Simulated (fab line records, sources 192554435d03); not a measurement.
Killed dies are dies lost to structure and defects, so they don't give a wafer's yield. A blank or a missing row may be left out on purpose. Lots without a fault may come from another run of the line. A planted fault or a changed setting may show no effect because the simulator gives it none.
A struck lot beside a sound one | flow n5_finfet | 15 steps out of a route of 1938
Sound: wafers L450.2, L450.3, L450.4. Struck: wafers L455.2, L455.3, L455.6. The cause comes at the end.
At each step with rows: each side's tool, then ch and its chambers, then its first start. Under that, the readings that differ: sound wafers | struck wafers | difference of the means | sigmas: that difference in standard deviations of wafers without a fault.
alike: readings whose means differ by less than 2 such deviations, and words and numbers that are the same on both sides. not compared: withheld readings, readings that some wafer has no value for, bounds like >300 that may hide the same value, and numbers for which the record gives no deviation and whose values overlap.
The two part at a step that has a row with sigmas, a row that says differs or no value, or rows on one side only. Numbers that don't overlap but have no deviation are shown without sigmas and don't part them. A reading that every wafer of one side lacks parts them only if that side has two wafers or more.

first, 4 steps without rows for these wafers: N5_HKMG_FIN_SOFTBAKE_44 (time 60 s); N5_HKMG_FIN_EXPOSE_46 (exposes mask NDIPOLE); N5_HKMG_FIN_PEB_47 (peb time 60 s); N5_HKMG_FIN_DEVELOP_48 (develop time 30 s).
N5_HKMG_FIN_CD_MEAS_49: target cd 202 nm.
  sound on cd_sem-01 ch 0, day 6 07:26; struck on cd_sem-03 ch 0, day 7 12:52
  alike: cd_nm
N5_HKMG_FIN_OVL_MEAS_50:
  sound on overlay-01 ch 0, day 6 07:28; struck on overlay-01 ch 0, day 7 12:53
  alike: NDIPOLE_OVL
N5_HKMG_FIN_INSPECT_61: inspects for defects (macro).
  sound on defect_inspect-01, day 6 07:29; struck on defect_inspect-02, day 7 12:55
  alike: raw_defect_count
N5_HKMG_FIN_DESCUM_53: chemistry O2, time 7.9 s.
  sound on rie_diel-02 ch 0,2,3, day 6 07:32; struck on rie_diel-04 ch 1,2,3, day 7 12:57
  alike: drypump_motor_current_A, oes_product_au, rf_vpp_V, showerhead_plenum_p_Torr, throttle_valve_pct
  not compared: rf_hours_counter_h
N5_HKMG_FIN_ETCH_54: etches SiARC in CF4, target depth 45.5 nm, time 75.8 s.
  sound on rie_diel-02 ch 0,2,3, day 6 07:34; struck on rie_diel-04 ch 1,2,3, day 7 12:59
  alike: bias_w, drypump_motor_current_A, etch_rf_on_time_s, oes_product_au, rf_vpp_V, showerhead_plenum_p_Torr, throttle_valve_pct
  not compared: rf_hours_counter_h
N5_HKMG_FIN_ETCH_55: etches SOC in N2/H2, target depth 240 nm, time 300 s.
  sound on rie_diel-02 ch 0,2,3, day 6 07:38; struck on rie_diel-04 ch 1,2,3, day 7 13:02
  alike: bias_w, drypump_motor_current_A, n2_flow_sccm, oes_product_au, rf_vpp_V, showerhead_plenum_p_Torr, throttle_valve_pct
  not compared: rf_hours_counter_h
then, 1 step without rows for these wafers: N5_HKMG_FIN_STRIP_56 (strips in N2/H2).
N5_HKMG_FIN_STRIP_57: strips in CF4.
  sound on rie_diel-02 ch 0,2,3, day 6 07:49; struck on rie_diel-04 ch 1,2,3, day 7 13:14
  alike: drypump_motor_current_A, oes_product_au, rf_vpp_V, showerhead_plenum_p_Torr, throttle_valve_pct
  not compared: rf_hours_counter_h
N5_HKMG_FIN_ETCH_58: etches SOC in N2/H2, target depth 215.8 nm, time 741 s.
  sound on rie_diel-02 ch 0,2,3, day 6 07:50; struck on rie_diel-04 ch 1,2,3, day 7 13:15
  reading                                   | sound             | struck            | difference | sigmas
  bias_w (W)                                | 12.93 13.00 12.96 | 14.60 14.62 14.57 | +1.63      | +43
  rf_vpp_V (V)                              | 97.5 99.1 97.7    | 107.7 108.2 109.2 | +10.3      | +11
  model.etch.depth_nm (nm)                  | 210.8 216.4 204.6 | 234.4 218.4 229.5 | +16.8      |
  model.HKMG_FIN.feature_depth_nm (nm)      | 210.8 216.4 204.6 | 234.4 218.4 229.4 | +16.8      |
  model.SOC_of_HKMG_FIN_COAT_41.thk_nm (nm) | 90.4 84.6 96.8    | 66.6 82.8 71.6    | -16.9      |
  alike: drypump_motor_current_A, n2_flow_sccm, oes_product_au, showerhead_plenum_p_Torr, throttle_valve_pct
  not compared: rf_hours_counter_h
N5_HKMG_FIN_STRIP_93: strips SOC in N2/H2, time 20 s.
  sound on rie_diel-02 ch 0,2,3, day 6 08:16; struck on rie_diel-04 ch 1,2,3, day 7 13:40
  reading                                   | sound          | struck         | difference | sigmas
  model.SOC_of_HKMG_FIN_COAT_41.thk_nm (nm) | 80.6 74.2 87.2 | 56.2 73.2 61.4 | -17.1      |
  alike: drypump_motor_current_A, n2_flow_sccm, oes_product_au, rf_vpp_V, showerhead_plenum_p_Torr, throttle_valve_pct
  not compared: rf_hours_counter_h
then, 1 step without rows for these wafers: N5_HKMG_FIN_WET_ETCH_76 (etches Al2O3 in dNH4OH, stops on La2O3, target depth 2.25 nm, rinse time 30 s).

WHERE THEY PART
Only at N5_HKMG_FIN_ETCH_58, within this record. Later steps at which nothing parts them and some readings are alike: N5_HKMG_FIN_STRIP_93.

WHY: what the simulator had put in
Process parameter drift: rie_diel-04, from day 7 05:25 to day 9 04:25, at N5_HKMG_FIN_ETCH_58. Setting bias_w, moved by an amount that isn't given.
